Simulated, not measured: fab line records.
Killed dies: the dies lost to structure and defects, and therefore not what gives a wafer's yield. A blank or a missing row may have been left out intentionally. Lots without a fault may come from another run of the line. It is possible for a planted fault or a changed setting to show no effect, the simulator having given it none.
fab line records | flow n5-finfet
[record] lots = 5 | wafers = 14 | last-day = 18
route steps=1938 shown BEOL_M3@962 BEOL_M4@1111
lots that met no fault: taken from a fault-free run of the same line
start-h: the number of hours between the record's first day and the start of the first shown wafer of the lot | wait-h: time in hours since the lot's previous step | " repeats the value in the row above | L1.1+2: a single row standing in for several wafers | - value missing, or start not given | * or withheld: withheld | < > ~ a bound
route shown NAME@n: a module of which the file shows steps, and the number in the route of the first | usual: mean/standard deviation taken from wafers without a fault | same: alike in all rows | chamber/n: place in a boat | sites: each site's reading | _std_site: their standard deviation | _edge_site: outer sites' mean less inner sites' | radius-mm: for every site, how far away it sits from the centre of the wafer | mask NAME#n: copy n | behind: the tool/chamber that last shaped the wafer | hold: why the lot went on hold/how many hours it stayed there/how the hold came to an end | device: the transistor (n, p or np) that didn't switch | end of line: at the end of the route, the tests of the same wafers | step lacking rows: just its recipe | killed: dies lost to structure and defects at the first sort, not the wafer's yield | map: a wafer's dies, marking killed ones x, the rest . and places with no die _
set.NAME: setting as actually run; set.NAME@STEP: the setting as run at that earlier step | model.NAME: the simulator's own value behind a step, which no gauge read
lots at some steps of the route; a table a step, a row a wafer
services: the hour from which a tool's chamber was out of use, counted from the record's first day as start-h (under 0 if before that day), plus the number of hours and why
[[steps]]
[step N5_BEOL_M3_SOFTBAKE_23]
[recipe] temp-c = 110 | time-s = 60 | resist = CAR-EUV
[step N5_BEOL_M3_EXPOSE_25]
[recipe] mask-id = V2 | na = 0.33 | source-shape = quasar | sigma-inner = 0.2 | sigma-outer = 0.8 | polarization = unpolarized | defocus-nm = 5 | dose-mj = 63
[step N5_BEOL_M3_PEB_26]
[recipe] peb-temp-c = 100 | peb-time-s = 60 | resist = CAR-EUV
[step N5_BEOL_M3_DEVELOP_27]
[recipe] develop-time-s = 30 | developer = TMAH | resist = CAR-EUV | rinse-liquid = surfactant-rinse | dry = air-spin | dev-temp-c = 23
[step N5_BEOL_M3_CD_MEAS_28]
[recipe] target-cd-nm = 25.7 | landing-energy-ev = 500 | detector = se-inlens | target-cd-y-nm = 23.3 | polarity = opening
[usual] cd-nm = 25.67/0.24
lot.wafer | tool      | chamber | start-h | wait-h | cd-nm
L864.3    | cd-sem-02 | 0       | 157.25  | -      | 25.08
L864.4    | "         | 0       | "       | "      | 25.91
L864.6    | "         | 0       | "       | "      | 25.13
L869.3    | cd-sem-03 | 0       | 186.29  | -      | 26.01
L869.4    | "         | 0       | "       | "      | 25.31
L869.5    | "         | 0       | "       | "      | 25.53
L874.1    | cd-sem-01 | 0       | 202.95  | -      | 25.70
L874.3    | "         | 0       | "       | "      | 25.65
L879.3    | cd-sem-03 | 0       | 244.03  | -      | 24.96
L879.4    | "         | 0       | "       | "      | 25.50
L879.6    | "         | 0       | "       | "      | 25.58
L885.1    | cd-sem-01 | 0       | 287.18  | -      | 25.65
L885.3    | "         | 0       | "       | "      | 25.53
L885.4    | "         | 0       | "       | "      | 25.93
[step N5_BEOL_M3_OVL_MEAS_29]
[recipe] points-per-wafer = 522
[usual] V2_OVL = 0.3/0.82
lot.wafer | tool       | chamber | start-h | wait-h | V2_OVL[nm]
L864.3    | overlay-02 | 0       | 157.29  | 0.0    | 0.8
L864.4    | "          | 0       | "       | "      | 0.6
L864.6    | "          | 0       | "       | "      | 0.2
L869.3    | overlay-02 | 0       | 186.33  | 0.0    | -1.5
L869.4    | "          | 0       | "       | "      | 0.9
L869.5    | "          | 0       | "       | "      | -0.3
L874.1    | overlay-02 | 0       | 202.98  | 0.0    | -0.8
L874.3    | "          | 0       | "       | "      | 0.4
L879.3    | overlay-01 | 0       | 244.07  | 0.0    | 1.0
L879.4    | "          | 0       | "       | "      | 0.4
L879.6    | "          | 0       | "       | "      | 0.9
L885.1    | overlay-02 | 0       | 287.21  | 0.0    | 1.2
L885.3    | "          | 0       | "       | "      | 1.4
L885.4    | "          | 0       | "       | "      | 0.0
[step N5_BEOL_M3_INSPECT_30]
[recipe] mode = adi | inspect-instrument = brightfield
[usual] raw-defect-count = 401/110
lot.wafer | tool              | chamber | start-h | wait-h | raw-defect-count
L864.3    | defect-inspect-01 | -       | 157.34  | 0.0    | 334
L864.4    | "                 | -       | "       | "      | 350
L864.6    | "                 | -       | "       | "      | 387
L869.3    | defect-inspect-01 | -       | 186.37  | 0.0    | 510
L869.4    | "                 | -       | "       | "      | 305
L869.5    | "                 | -       | "       | "      | 291
L874.1    | defect-inspect-01 | -       | 203.04  | 0.1    | 361
L874.3    | "                 | -       | "       | "      | 308
L879.3    | defect-inspect-01 | -       | 244.12  | 0.0    | 304
L879.4    | "                 | -       | "       | "      | 281
L879.6    | "                 | -       | "       | "      | 258
L885.1    | defect-inspect-01 | -       | 287.26  | 0.1    | 284
L885.3    | "                 | -       | "       | "      | 382
L885.4    | "                 | -       | "       | "      | 257
[step N5_BEOL_M3_DESCUM_33]
[recipe] chemistry = O2 | time-s = 7 | source-power-w = 50 | bias-power-w = 20 | pressure-mtorr = 20 | rf-frequency-hz = 2.712e+07 | temp-c = 40 | resist = CAR-EUV | o2-flow-sccm = 225
[usual] bias-power-w = 19.99/0.06 | drypump-motor-current-A = 5.5/0.49 | oes-product-au = 0.78/0.078 | rf-vpp-V = 243.5/1 | showerhead-plenum-p-Torr = 2.11/0.052 | throttle-valve-pct = 20.47/0.19
lot.wafer | tool        | chamber | start-h | wait-h | bias-power-w | drypump-motor-current-A | oes-product-au | rf-hours-counter-h | rf-vpp-V | showerhead-plenum-p-Torr | throttle-valve-pct
L864.3    | rie-diel-06 | 1       | 157.37  | 0.0    | 19.92        | 5.5                     | 0.76           | 167                | 244.1    | 2.18                     | 20.66
L864.4    | "           | 1       | "       | "      | 19.90        | 5.5                     | 0.75           | -                  | 244.2    | 2.18                     | 20.65
L864.6    | "           | 2       | "       | "      | 20.07        | 5.8                     | 0.75           | -                  | 243.4    | 2.11                     | 20.80
L869.3    | rie-diel-06 | 1       | 186.41  | 0.0    | 19.98        | 5.5                     | 0.74           | 175                | 244.1    | 2.18                     | 20.65
L869.4    | "           | 0       | "       | "      | 20.03        | 4.9                     | 0.69           | 232                | 243.1    | 2.06                     | 20.14
L869.5    | "           | 3       | "       | "      | 19.93        | 6.3                     | 0.95           | -                  | 241.9    | 2.05                     | 20.20
L874.1    | rie-diel-04 | 3       | 203.08  | 0.0    | 19.98        | 5.3                     | 0.84           | 58                 | 243.1    | 2.15                     | 20.52
L874.3    | "           | 2       | "       | "      | 19.96        | 4.9                     | 0.84           | 78                 | 242.2    | 2.03                     | 20.54
L879.3    | rie-diel-02 | 3       | 244.15  | 0.0    | 20.01        | 4.9                     | 0.74           | 187                | 243.6    | 2.18                     | 20.33
L879.4    | "           | 1       | "       | "      | 20.08        | 5.7                     | 0.76           | 161                | 242.8    | 2.08                     | 20.36
L879.6    | "           | 2       | "       | "      | 19.99        | 6.3                     | 0.91           | -                  | 244.9    | 2.14                     | 20.42
L885.1    | rie-diel-04 | 1       | 287.30  | 0.0    | 20.05        | 6.1                     | 0.73           | 199                | 243.0    | 2.18                     | 20.49
L885.3    | "           | 3       | "       | "      | 20.01        | 5.3                     | 0.81           | 84                 | 244.8    | 2.14                     | 20.56
L885.4    | "           | 0       | "       | "      | 20.02        | 5.1                     | 0.77           | 124                | 244.2    | 2.09                     | 20.37
[step N5_BEOL_M3_ETCH_77]
[recipe] chemistry = N2/H2 | target = underlayer | target-depth-a = 65 | mask-material = CAR-EUV | time-s = 5.2 | ion-energy-ev = 200 | pressure-mtorr = 30 | source-w = 840 | bias-w = 150 | n2-flow-sccm = 200 | h2-flow-sccm = 200 | ends = cleared
[usual] drypump-motor-current-A = 5.5/0.5 | etch-rf-on-time-s = 5.22/0.12 | h2-flow-sccm = 200.0/0.6 | oes-product-au = 0.66/0.067 | rf-vpp-V = 524.4/2 | showerhead-plenum-p-Torr = 2.56/0.06 | throttle-valve-pct = 17.93/0.19
lot.wafer | tool        | chamber | start-h | wait-h | drypump-motor-current-A | etch-rf-on-time-s | h2-flow-sccm | oes-product-au | rf-hours-counter-h | rf-vpp-V | showerhead-plenum-p-Torr | throttle-valve-pct
L864.3    | rie-diel-06 | 1       | 157.41  | 0.0    | 5.5                     | 5.08              | 200.7        | 0.66           | 167                | 526.7    | 2.64                     | 18.02
L864.4    | "           | 1       | "       | "      | 5.5                     | 5.10              | 200.3        | 0.65           | -                  | 528.5    | 2.64                     | 18.05
L864.6    | "           | 2       | "       | "      | 5.8                     | 5.21              | 199.1        | 0.65           | -                  | 526.5    | 2.54                     | 18.15
L869.3    | rie-diel-06 | 1       | 186.44  | 0.0    | 5.5                     | 5.15              | 199.4        | 0.64           | 175                | 527.5    | 2.63                     | 18.06
L869.4    | "           | 0       | "       | "      | 4.9                     | 5.26              | 200.0        | 0.58           | 232                | 523.2    | 2.52                     | 17.69
L869.5    | "           | 3       | "       | "      | 6.3                     | 5.01              | 200.6        | 0.82           | -                  | 523.4    | 2.51                     | 17.82
L874.1    | rie-diel-04 | 3       | 203.11  | 0.0    | 5.3                     | 5.21              | 200.0        | 0.70           | 58                 | 524.7    | 2.58                     | 17.76
L874.3    | "           | 2       | "       | "      | 5.0                     | 5.17              | 199.4        | 0.71           | 78                 | 522.5    | 2.45                     | 17.91
L879.3    | rie-diel-02 | 3       | 244.19  | 0.0    | 4.9                     | 5.24              | 200.7        | 0.63           | 187                | 526.2    | 2.65                     | 17.88
L879.4    | "           | 1       | "       | "      | 5.7                     | 5.24              | 199.1        | 0.65           | 161                | 524.7    | 2.55                     | 17.97
L879.6    | "           | 2       | "       | "      | 6.4                     | 5.09              | 199.6        | 0.77           | -                  | 525.0    | 2.59                     | 17.72
L885.1    | rie-diel-04 | 1       | 287.33  | 0.0    | 6.1                     | 5.16              | 201.2        | 0.61           | 199                | 527.2    | 2.63                     | 17.92
L885.3    | "           | 3       | "       | "      | 5.3                     | 5.12              | 198.6        | 0.68           | 84                 | 526.7    | 2.57                     | 17.78
L885.4    | "           | 0       | "       | "      | 5.1                     | 5.12              | 199.6        | 0.65           | 124                | 524.4    | 2.54                     | 17.81
[step N5_BEOL_M3_ETCH_69]
[recipe] chemistry = CF4 | target = SiARC | target-depth-a = 156 | mask-material = CAR-EUV | time-s = 26 | ion-energy-ev = 80 | pressure-mtorr = 40 | source-w = 545 | bias-w = 36 | Ar_flow_sccm = 100 | cf4-flow-sccm = 100 | ends = cleared
[usual] drypump-motor-current-A = 5.5/0.5 | etch-rf-on-time-s = 26.1/0.59 | oes-product-au = 0.67/0.067 | rf-vpp-V = 184.2/0.98 | showerhead-plenum-p-Torr = 2.16/0.047 | throttle-valve-pct = 15.64/0.17
lot.wafer | tool        | chamber | start-h | wait-h | drypump-motor-current-A | etch-rf-on-time-s | oes-product-au | rf-hours-counter-h | rf-vpp-V | showerhead-plenum-p-Torr | throttle-valve-pct
L864.3    | rie-diel-06 | 1       | 157.42  | 0.0    | 5.5                     | 25.4              | 0.65           | 167                | 184.6    | 2.23                     | 15.86
L864.4    | "           | 1       | "       | "      | 5.6                     | 25.6              | 0.65           | -                  | 185.4    | 2.23                     | 15.85
L864.6    | "           | 2       | "       | "      | 5.7                     | 26.3              | 0.65           | -                  | 185.3    | 2.14                     | 15.82
L869.3    | rie-diel-06 | 1       | 186.46  | 0.0    | 5.5                     | 25.6              | 0.64           | 175                | 186.2    | 2.23                     | 15.87
L869.4    | "           | 0       | "       | "      | 4.9                     | 26.0              | 0.59           | 232                | 182.9    | 2.12                     | 15.46
L869.5    | "           | 3       | "       | "      | 6.3                     | 25.5              | 0.81           | -                  | 183.0    | 2.10                     | 15.31
L874.1    | rie-diel-04 | 3       | 203.13  | 0.0    | 5.3                     | 25.9              | 0.71           | 58                 | 184.5    | 2.17                     | 15.49
L874.3    | "           | 2       | "       | "      | 4.9                     | 25.9              | 0.72           | 78                 | 183.6    | 2.09                     | 15.75
L879.3    | rie-diel-02 | 3       | 244.20  | 0.0    | 4.9                     | 26.8              | 0.62           | 187                | 186.2    | 2.21                     | 15.50
L879.4    | "           | 1       | "       | "      | 5.7                     | 26.1              | 0.66           | 161                | 183.1    | 2.14                     | 15.61
L879.6    | "           | 2       | "       | "      | 6.4                     | 25.6              | 0.77           | -                  | 184.2    | 2.20                     | 15.54
L885.1    | rie-diel-04 | 1       | 287.35  | 0.0    | 6.1                     | 25.6              | 0.63           | 199                | 182.7    | 2.22                     | 15.62
L885.3    | "           | 3       | "       | "      | 5.3                     | 25.9              | 0.68           | 84                 | 183.5    | 2.16                     | 15.51
L885.4    | "           | 0       | "       | "      | 5.1                     | 25.1              | 0.67           | 124                | 183.8    | 2.15                     | 15.62
[step N5_BEOL_M3_ALD_98]
[recipe] material = SiO2 | target-thk-a = 25 | temp-c = 100 | ald-precursor-family = BDEAS | ald-co-reactant = O2-plasma | pulse-time-s = 1 | co-reactant-pulse-time-s = 1 | purge-time-s = 2 | co-reactant-purge-time-s = 2 | ald-cycles = 17 | pressure-torr = 2
[usual] heater-power-outer-w = 42/3.9 | heater-power-w = 79/7 | precursor-pulse-height-rel = 1.001/0.019
[same] ald-cycles = 17
lot.wafer | tool       | chamber | start-h | wait-h | heater-power-outer-w | heater-power-w | precursor-pulse-height-rel | since-wet-clean-h
L864.3    | ald-sin-02 | 1       | 157.51  | 0.1    | 47                   | 82             | 0.996                      | 150
L864.4    | "          | 0       | "       | "      | 39                   | 77             | 0.999                      | 150
L864.6    | "          | 0       | "       | "      | 39                   | 77             | 1.019                      | -
L869.3    | ald-sin-04 | 0       | 186.64  | 0.2    | 47                   | 93             | 1.009                      | 85
L869.4    | "          | 3       | "       | "      | 33                   | 67             | 1.017                      | 85
L869.5    | "          | 0       | "       | "      | 49                   | 91             | 0.984                      | -
L874.1    | ald-sin-04 | 3       | 203.88  | 0.7    | 34                   | 67             | 0.987                      | 102
L874.3    | "          | 1       | "       | "      | 43                   | 88             | 1.018                      | 102
L879.3    | ald-sin-03 | 2       | 244.35  | 0.1    | 43                   | 77             | 1.008                      | 54
L879.4    | "          | 1       | "       | "      | 42                   | 84             | 0.993                      | 54
L879.6    | "          | 0       | "       | "      | 39                   | 71             | 0.990                      | -
L885.1    | ald-sin-02 | 3       | 287.43  | 0.1    | 40                   | 81             | 1.015                      | 280
L885.3    | "          | 0       | "       | "      | 38                   | 75             | 0.982                      | 280
L885.4    | "          | 1       | "       | "      | 47                   | 86             | 1.001                      | 280
[step N5_BEOL_M3_ETCHBACK_99]
[recipe] chemistry = CHF3 | target = SiO2 | target-depth-a = 50 | time-s = 10.4 | source-w = 215 | bias-w = 47 | Ar_flow_sccm = 200 | CHF3_flow_sccm = 12 | ion-energy-ev = 100 | pressure-mtorr = 30
[usual] drypump-motor-current-A = 5.5/0.51 | oes_ar_750_au = 0.78/0.077 | oes-product-au = 0.79/0.082 | rf-vpp-V = 241/3.4 | showerhead-plenum-p-Torr = 2.17/0.053 | throttle-valve-pct = 17.09/0.14
lot.wafer | tool        | chamber | start-h | wait-h | drypump-motor-current-A | oes_ar_750_au | oes-product-au | rf-hours-counter-h | rf-vpp-V | showerhead-plenum-p-Torr | throttle-valve-pct
L864.3    | rie-diel-04 | 1       | 157.62  | 0.1    | 6.1                     | 0.77          | 0.75           | 159                | 239      | 2.24                     | 17.02
L864.4    | "           | 3       | "       | "      | 5.3                     | 0.84          | 0.85           | 44                 | 236      | 2.20                     | 17.01
L864.6    | "           | 1       | "       | "      | 6.1                     | 0.77          | 0.76           | -                  | 242      | 2.24                     | 17.00
L869.3    | rie-diel-06 | 3       | 190.16  | 3.5    | 6.3                     | 0.94          | 0.95           | 6                  | 240      | 2.12                     | 16.90
L869.4    | "           | 2       | "       | "      | 5.8                     | 0.75          | 0.75           | 163                | 244      | 2.14                     | 17.28
L869.5    | "           | 0       | "       | "      | 4.9                     | 0.69          | 0.69           | -                  | 237      | 2.14                     | 16.94
L874.1    | rie-diel-02 | 2       | 205.34  | 1.4    | 6.4                     | 0.93          | 0.94           | 13                 | 244      | 2.22                     | 17.04
L874.3    | "           | 3       | "       | "      | 4.9                     | 0.75          | 0.74           | 175                | 243      | 2.25                     | 17.00
L879.3    | rie-diel-06 | 1       | 255.54  | 11.1   | 5.5                     | 0.74          | 0.74           | 197                | 240      | 2.23                     | 17.32
L879.4    | "           | 2       | "       | "      | 5.8                     | 0.74          | 0.73           | -                  | 243      | 2.13                     | 17.33
L879.6    | "           | 1       | "       | "      | 5.5                     | 0.74          | 0.74           | -                  | 238      | 2.23                     | 17.33
L885.1    | rie-diel-02 | 1       | 298.63  | 11.2   | 5.7                     | 0.75          | 0.76           | 176                | 238      | 2.13                     | 16.98
L885.3    | "           | 3       | "       | "      | 4.9                     | 0.73          | 0.73           | 203                | 244      | 2.24                     | 17.06
L885.4    | "           | 0       | "       | "      | 5.3                     | 0.68          | 0.67           | 238                | 240      | 2.11                     | 17.31
[step N5_BEOL_M3_ETCH_70]
[recipe] chemistry = N2/H2 | target = SOC | target-depth-a = 800 | overetch-a = 160 | mask-material = SiARC | temp-c = 40 | time-s = 120 | ion-energy-ev = 200 | pressure-mtorr = 30 | source-w = 840 | bias-w = 150 | n2-flow-sccm = 200 | h2-flow-sccm = 200
[usual] drypump-motor-current-A = 5.6/0.51 | h2-flow-sccm = 200.0/0.59 | oes-product-au = 0.60/0.057 | rf-vpp-V = 524.5/1.8 | run-length-s = 143.3/0.41 | showerhead-plenum-p-Torr = 2.57/0.057 | throttle-valve-pct = 17.88/0.19
lot.wafer | tool        | chamber | start-h | wait-h | drypump-motor-current-A | h2-flow-sccm | oes-product-au | rf-hours-counter-h | rf-vpp-V | run-length-s | showerhead-plenum-p-Torr | throttle-valve-pct | model.SiARC_of_BEOL_M3_COAT_68.thk-nm
L864.3    | rie-diel-04 | 1       | 157.66  | 0.0    | 6.1                     | 199.8        | 0.58           | 159                | 524.9    | 143.9        | 2.65                     | 17.81              | 6.4
L864.4    | "           | 3       | "       | "      | 5.3                     | 199.6        | 0.65           | 44                 | 526.9    | 142.9        | 2.59                     | 17.68              | 6.6
L864.6    | "           | 1       | "       | "      | 6.1                     | 199.8        | 0.58           | -                  | 526.6    | 144.2        | 2.65                     | 17.82              | 6.4
L869.3    | rie-diel-06 | 3       | 190.20  | 0.0    | 6.3                     | 199.6        | 0.71           | 6                  | 522.3    | 143.4        | 2.51                     | 17.77              | 6.2
L869.4    | "           | 2       | "       | "      | 5.8                     | 199.1        | 0.58           | 163                | 522.8    | 142.4        | 2.53                     | 18.13              | 6.4
L869.5    | "           | 0       | "       | "      | 4.9                     | 201.1        | 0.53           | -                  | 523.0    | 142.9        | 2.52                     | 17.64              | 6.6
L874.1    | rie-diel-02 | 2       | 205.37  | 0.0    | 6.4                     | 200.7        | 0.82           | 13                 | 524.9    | 127.2        | 2.60                     | 17.71              | 7
L874.3    | "           | 3       | "       | "      | 5.0                     | 199.2        | 0.57           | 176                | 527.1    | 143.1        | 2.66                     | 17.80              | 6.6
L879.3    | rie-diel-06 | 1       | 255.57  | 0.0    | 5.5                     | 198.8        | 0.56           | 197                | 527.0    | 143.1        | 2.62                     | 18.04              | 6.4
L879.4    | "           | 2       | "       | "      | 5.8                     | 199.6        | 0.56           | -                  | 522.4    | 142.5        | 2.52                     | 18.18              | 6.4
L879.6    | "           | 1       | "       | "      | 5.5                     | 199.4        | 0.56           | -                  | 526.9    | 143.5        | 2.62                     | 18.05              | 6.4
L885.1    | rie-diel-02 | 1       | 298.67  | 0.0    | 5.8                     | 200.7        | 0.58           | 176                | 524.6    | 142.9        | 2.54                     | 17.94              | 6.4
L885.3    | "           | 3       | "       | "      | 5.0                     | 200.0        | 0.55           | 203                | 526.9    | 143.1        | 2.65                     | 17.84              | 6.4
L885.4    | "           | 0       | "       | "      | 5.3                     | 199.2        | 0.53           | 238                | 523.4    | 143.8        | 2.51                     | 18.28              | 6.8
[step N5_BEOL_M3_STRIP_71]
[recipe] chemistry = N2/H2 | temp-c = 40 | n2-flow-sccm = 200 | h2-flow-sccm = 200 | rf-frequency-hz = 6e+07
[step N5_BEOL_M4_RC_MEAS_101]
[usual] DIBL_N = 36.3/2.2 | DIBL_P = 36.0/2.4 | IOFF_N = 0.16/0.042 | IOFF_P = 0.22/0.041 | ION_N = 672/14 | ION_P = 462/7.9 | SS_N = 71.7/0.76 | SS_P = 73.3/0.72 | VT_N = 250/3.6 | VT_P = -249/3
lot.wafer | tool      | chamber | start-h | wait-h | DIBL_N[mV/V] | DIBL_P[mV/V] | IOFF_N[nA/um] | IOFF_P[nA/um] | ION_N[uA/um] | ION_P[uA/um] | SS_N[mV/dec] | SS_P[mV/dec] | VT_N[mV] | VT_P[mV]
L864.3    | prober-02 | 0       | 176.06  | 0.3    | 37.1         | 36.9         | 0.17          | 0.24          | 673          | 463          | 71.3         | 72.7         | 251      | -247
L864.4    | "         | 0       | "       | "      | 36.5         | 36.9         | 0.18          | 0.25          | 672          | 465          | 70.9         | 73.6         | 246      | -246
L864.6    | "         | 0       | "       | "      | 37.1         | 37.1         | 0.16          | 0.25          | 666          | 460          | 72.0         | 73.4         | 250      | -248
L869.3    | prober-01 | 0       | 205.51  | 0.3    | 34.7         | 34.8         | 0.14          | 0.20          | 664          | 461          | 71.5         | 72.4         | 251      | -251
L869.4    | "         | 0       | "       | "      | 36.1         | 35.8         | 0.15          | 0.20          | 667          | 454          | 71.8         | 73.6         | 254      | -250
L869.5    | "         | 0       | "       | "      | 35.9         | 36.1         | 0.16          | 0.21          | 672          | 462          | 71.8         | 72.9         | 252      | -252
L874.1    | prober-01 | 0       | 219.96  | 0.0    | 37.7         | 35.5         | 0.15          | 0.23          | 667          | 467          | 71.8         | 73.7         | 254      | -249
L874.3    | "         | 0       | "       | "      | 35.2         | 32.9         | 0.12          | 0.18          | 659          | 454          | 70.6         | 72.1         | 254      | -253
L879.3    | prober-01 | 0       | 285.80  | 0.3    | 34.3         | 31.1         | 0.11          | 0.15          | 652          | 451          | 70.7         | 73.0         | 254      | -255
L879.4    | "         | 0       | "       | "      | 42.5         | 39.2         | 0.32          | 0.30          | 680          | 469          | 74.0         | 74.4         | 243      | -246
L879.6    | "         | 0       | "       | "      | 38.5         | 36.7         | 0.19          | 0.24          | 682          | 466          | 72.0         | 74.3         | 246      | -248
L885.1    | prober-01 | 0       | 316.51  | 0.0    | 35.7         | 34.4         | 0.14          | 0.16          | 673          | 451          | 70.6         | 72.0         | 249      | -257
L885.3    | "         | 0       | "       | "      | 39.9         | 40.0         | 0.23          | 0.26          | 690          | 457          | 72.3         | 73.8         | 244      | -248
L885.4    | "         | 0       | "       | "      | 38.0         | 37.6         | 0.17          | 0.20          | 668          | 452          | 72.6         | 73.6         | 250      | -256
[[services]]
tool        | chamber | start-h | hours | kind
rie-diel-04 | 3       | 133.61  | 22.5  | repair
rie-diel-06 | 2       | 136.40  | 2.6   | repair
ald-sin-02  | 0       | 138.03  | 2.0   | repair
rie-diel-06 | 3       | 139.23  | -     | clean
rie-diel-06 | 3       | 139.23  | -     | consumable-replace:focus-ring
rie-diel-06 | 3       | 139.23  | 27.9  | scheduled-down
rie-diel-06 | 3       | 139.23  | 27.9  | vent-cycle
ald-sin-03  | -       | 176.75  | 14.0  | pm
ald-sin-03  | 0       | 176.75  | 14.0  | vent-cycle
ald-sin-03  | 1       | 176.75  | 14.0  | vent-cycle
ald-sin-03  | 2       | 176.75  | 14.0  | vent-cycle
rie-diel-06 | -       | 177.84  | 0.6   | repair
rie-diel-04 | 0       | 185.19  | 4.0   | repair
ald-sin-04  | 2       | 212.32  | 4.2   | repair
ald-sin-02  | 2       | 224.19  | 2.0   | repair
ald-sin-02  | 3       | 225.22  | 17.1  | repair
rie-diel-06 | 3       | 235.37  | 2.3   | repair
rie-diel-06 | 0       | 244.91  | -     | clean
rie-diel-06 | 0       | 244.91  | -     | consumable-replace:focus-ring
rie-diel-06 | 0       | 244.91  | 17.9  | scheduled-down
rie-diel-06 | 0       | 244.91  | 17.9  | vent-cycle
ald-sin-04  | 0       | 261.16  | 5.3   | repair
ald-sin-03  | -       | 274.20  | 1.3   | repair
rie-diel-06 | 1       | 295.74  | 3.9   | repair
[[key]]
[first-sign] step = N5_BEOL_M3_ETCH_70 | reading = run-length-s | direction = down | sigmas = 39 | usual = * | struck = *
effect none on later readings
[model-effect] step = N5_BEOL_M3_ETCH_70 | value = SiARC_of_BEOL_M3_COAT_68.thk-nm | without = 6.4 | struck = 7
met-at N5_BEOL_M3_ETCH_70
struck-wafers L874.1
[fault] kind = process-parameter-drift | tool = rie-diel-02 | chamber = - | onset-h = 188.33 | steps = N5_BEOL_M3_ETCH_70 | channel = time-s | offset = * | shape = step | end-h = 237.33 | scope = struck-wafers-only | acts-in = * | stated = *
